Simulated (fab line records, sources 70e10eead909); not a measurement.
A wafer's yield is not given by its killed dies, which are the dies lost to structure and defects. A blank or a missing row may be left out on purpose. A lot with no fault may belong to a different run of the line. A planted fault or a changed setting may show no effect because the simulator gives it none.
A lot that was struck, set against a sound lot / flow nand harc / 13 steps out of a route of 1302
Sound: wafers L814.1, L814.2, L814.4. The struck wafers were L825.1, L825.4, L825.5. The cause comes at the end.
Order at every step that has rows: each side's tool, ch and its chambers, its first start. Under that, the readings that differ: sound wafers / struck wafers / difference of the means / sigmas: that difference in standard deviations of wafers without a fault.
alike: readings with means less than 2 such deviations apart, plus words and numbers identical on both sides. not compared: withheld readings, readings lacking a value on some wafer, bounds such as >300 that could conceal the same value, and numbers that have no deviation in the record and whose values overlap.
A row with sigmas, a row that says differs or no value, or rows on one side alone: a step with any of these is where the two part. Numbers that have no deviation but don't overlap get no sigmas and don't part them. A reading that every wafer of one side lacks parts them only if that side has two wafers or more.

NHARC_A_M0_DEGAS_28: time 60 s.
  sound on pvd sputter-02, day 26 17:38; struck on pvd sputter-01, day 31 06:34
  alike: heater power w
NHARC_A_M0_PRE_CLEAN_29: time 30 s.
  sound on pvd sputter-02; struck on pvd sputter-01
  alike: heater power w
then, 1 step without rows for these wafers: NHARC_A_M0_PVD_20 (deposits TaN, target thk 5 nm, time 8.06 s).
NHARC_A_M0_PVD_21: deposits Cu, target thk 30 nm, time 20.49 s.
  sound on pvd sputter-02; struck on pvd sputter-01
reading=throttle valve pct (%); sound=30.6 29.3 31.5; struck=27.8 29.4 27.6; difference=-2.2; sigmas=-2
  alike: substrate temp c
then, 1 step without rows for these wafers: NHARC_A_M0_ECD_22 (material Cu, target thk 400 nm).
NHARC_A_M0_ANNEAL_30: time 90 s.
  sound on rtp anneal-02 ch 0, day 26 18:22; struck on rtp anneal-01 ch 0, day 31 07:18
  alike: wafer_temp_C_max
then, 1 step without rows for these wafers: NHARC_A_M0_CMP_23 (polishes, t overpolish 20 s, target thk 113.75 nm).
NHARC_A_M0_THK_MEAS_24: measures by xrf.
  sound on film metro-01, day 26 19:02; struck on film metro-02, day 31 07:58
  alike: thk nm
following that, these wafers have no rows for 1 step: NHARC_A_M0_SRD_25.
NHARC_A_M0_INSPECT_27:
  sound on defect inspect-02, day 26 19:11; struck on defect inspect-01, day 31 08:07
  alike: raw defect count
NHARC_A_M0_PRE_CLEAN_31: time 12 s.
  sound on pecvd-04 ch 0,1,2, day 26 19:16; struck on pecvd-04 ch 0,2, day 31 08:12
  alike: heater power w
NHARC_A_M0_DEP_32: deposits SiCN, target thk 30 nm.
  sound on pecvd-04 ch 0,1,2, day 26 19:20; struck on pecvd-04 ch 0,2, day 31 08:19
  no value came back on the struck wafers for chamber pressure Torr (Torr), heater power outer w (W), heater power w (W); on the sound wafers chamber pressure Torr (Torr) reads 3.003 3.003 3.003
then, 1 step without rows for these wafers: NHARC_A_M1_DEP_00 (deposits SiOC, target thk 182.5 nm).

## WHERE THEY PART
Earliest at NHARC_A_M0_PVD_21; latest, in this record, at NHARC_A_M0_DEP_32.

WHY: whatever the simulator had introduced
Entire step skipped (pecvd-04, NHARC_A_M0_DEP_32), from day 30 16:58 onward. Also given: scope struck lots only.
